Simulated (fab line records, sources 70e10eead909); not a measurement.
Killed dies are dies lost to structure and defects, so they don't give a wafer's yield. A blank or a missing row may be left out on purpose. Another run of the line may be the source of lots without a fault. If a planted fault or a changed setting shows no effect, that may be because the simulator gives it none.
Chamber matching	flow nand-harc	3 sister chambers for NHARC_P_M0_DEP_32 on pecvd-04
The step deposits SiCN, target thk 30 nm. 6 wafers are shown with their chamber, then 7 later ones without.

== WAFERS WITH THEIR CHAMBER ==
wafer	chamber	showerhead-vpp-V (V)	heater-power-outer-w (W)
L292.6	2	1261	269
L295.2	0	1170	361
L295.5	2	1276	295
L295.6	1	1225	346
L297.1	0	1186	343
L297.2	1	1194	346

== WAFERS WITHOUT THEIR CHAMBER ==
wafer	showerhead-vpp-V (V)	heater-power-outer-w (W)
L297.6	1263	332
L298.1	1202	299
L298.3	1201	310
L298.6	1260	316
L307.4	1219	345
L307.5	1178	374
L307.6	1253	324

== EACH ONE'S CHAMBER ==
wafer	from the rows above	in truth
L297.6	can't be placed: 1 or 2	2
L298.1	can't be placed: 1 or 0 or 2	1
L298.3	can't be placed: 1 or 0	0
L298.6	can't be placed: 2 or 1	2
L307.4	1	1
L307.5	can't be placed: 0 or 1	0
L307.6	can't be placed: 1 or 2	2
Correct placement for 1 of the 7. Not placeable from these rows: 6 (in 6, the candidates include the true chamber). Wrongly placed: 0.
How it was worked out, from the rows above alone: a wafer's distance from a chamber is the root of the sum, over the readings, of the square of ((its reading less the chamber's mean) divided by the reading's scatter). If the next closest chamber is less than 2 further off than the closest, the wafer can't be placed; otherwise it belongs to the closest. A chamber's mean is the mean of its shown wafers. The scatter: the root of (the sum of the squares of (reading less its chamber's mean) over the shown wafers, divided by (wafers less chambers)).
